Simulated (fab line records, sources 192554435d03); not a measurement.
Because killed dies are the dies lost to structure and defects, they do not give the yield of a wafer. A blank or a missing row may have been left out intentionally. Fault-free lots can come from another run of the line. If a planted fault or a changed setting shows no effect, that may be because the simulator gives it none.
Matching of chambers    flow n5 finfet    ald hk-03 running N5_HKMG_FIN_ALD_75: 4 sister chambers
The step deposits Al2O3, target thk 1 nm, co reactant pulse time 1 s. 8 wafers are shown with their chamber, then 7 later ones without.

## WAFERS PAIRED WITH THEIR CHAMBERS
wafer   chamber  heater power outer w (W)  heater power w (W)
L075.4  3        68                        137
L075.5  1        92                        168
L078.5  3        68                        132
L080.2  2        88                        170
L080.4  1        92                        168
L080.6  0        86                        163
L089.1  2        88                        170
L089.3  0        89                        160

## WAFERS WHOSE CHAMBER IS MISSING
wafer   heater power outer w (W)  heater power w (W)
L089.4  92                        175
L091.3  71                        139
L091.4  92                        169
L091.5  87                        163
L092.1  91                        173
L092.3  85                        159
L092.6  69                        138

## EACH ONE'S CHAMBER
wafer    from the rows above       in truth
L089.4   can't be placed: 1 or 2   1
L091.3   3                         3
L091.4   1                         1
L091.5   0                         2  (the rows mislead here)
L092.1   can't be placed: 1 or 2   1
L092.3   0                         0
L092.6   3                         3
4 of 7 placed correctly. Can't be placed from these rows: 2 (the true chamber is among the candidates in 2). 1 placed wrongly.
How it was worked out, from the rows above alone: a wafer's distance from a chamber is the root of the sum, over the readings, of the square of ((its reading less the chamber's mean) divided by the reading's scatter). The wafer belongs to the nearest chamber; if the next one is less than 2 further off, it can't be placed. The mean given for a chamber averages the wafers shown for that chamber. The scatter: the root of (the sum of the squares of (reading less its chamber's mean) over the shown wafers, divided by (wafers less chambers)).
